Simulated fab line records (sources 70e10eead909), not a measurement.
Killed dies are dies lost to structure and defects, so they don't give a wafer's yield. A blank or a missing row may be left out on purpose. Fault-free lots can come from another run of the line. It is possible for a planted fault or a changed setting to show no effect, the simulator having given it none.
Code-filled problem report in 8D (eight disciplines) form | flow nand harc | the parts of the form that need people (team, actions taken, sign-off) are left out

== 1. WHAT IS WRONG ==
At NHARC_P_ZERO_WELL_PEB_22, plate temp C averages 116.16 C over 9 wafers from 3 lots, while fault-free wafers read 117.99 C, standard deviation 0.13. That is -14 standard deviations from the usual mean.
The step: peb time 85 s.
Seen first at day 4 08:22 on litho track-02, wafer L517.1. Wafers with a number at this step in the record: 39, from 13 lots. The rule behind "out" and "out of limits": a value lying over 4 standard deviations away from the usual mean. All remaining wafers that have a number are taken as sound.

== 2. WHAT THIS IS AND IS NOT ==
question                    | is                                 | is not
which readings at this step | plate temp C, heater power total W | -
which lots                  | L517, L518, L520                   | L506, L507, L510, L511, L512, L513, L514, L522, L525, L529
which wafers of those lots  | all that have a number             | -
read on which tools         | litho track-02                     | litho track-03, litho track-05
when                        | from day 4 08:22                   | up to then (21 sound wafers); but 9 sound wafers of L522, L525, L529 came after

== 3. WHAT RULES OUT EACH SUSPECT ==
Counting: a tool at any process step up to the reading remains a suspect when it ran all the lots that are out and ran no sound lot after the first of those.
- litho track-02 at NHARC_P_ZERO_WELL_PEB_22 (peb time 85 s): kept. All lots that are out passed through it, beginning with L517 at day 4 08:22, and no sound lot followed; its final sound lot before that point was L514 at day 3 14:23. Its own readings are out on those wafers: heater power total W, plate temp C.
The count leaves litho track-02 at NHARC_P_ZERO_WELL_PEB_22.

== 4. THE CAUSE (what the simulator had put in) ==
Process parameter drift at NHARC_P_ZERO_WELL_PEB_22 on litho track-02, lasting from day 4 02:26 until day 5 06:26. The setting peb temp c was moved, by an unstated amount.
Only this tool survived the counting.

== 5. THE EFFECT CHAIN, in route order ==
Rows list readings where the struck wafers' mean (over those with a number) sits beyond 3 standard deviations from the usual. Readings are gone through only where the record gives a usual standard deviation; hours: the median, over the lots, of the time from a lot's start at the first step in this table giving one to that lot's start at this step; sigmas: the change measured in usual standard deviations.
hours | step                     | reading              | usual    | on struck wafers | change | sigmas
0     | NHARC_P_ZERO_WELL_PEB_22 | heater power total W | 163.96 W | 160.65           | -3.31  | -13
0     | NHARC_P_ZERO_WELL_PEB_22 | plate temp C         | 117.99 C | 116.16           | -1.83  | -14
Here are the process steps it includes:
- NHARC_P_ZERO_WELL_PEB_22: peb time 85 s.
Later steps that measure or inspect, where all struck wafers having a row at the step show a number for every such reading and not one has moved that far: NHARC_P_ZERO_WELL_CD_MEAS_52, NHARC_END_SORT_01.

== 6. WHAT WOULD HAVE CAUGHT IT SOONER ==
The fault began at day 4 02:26; the first out-of-limits reading in this record came at day 4 08:22, 6 hours later.
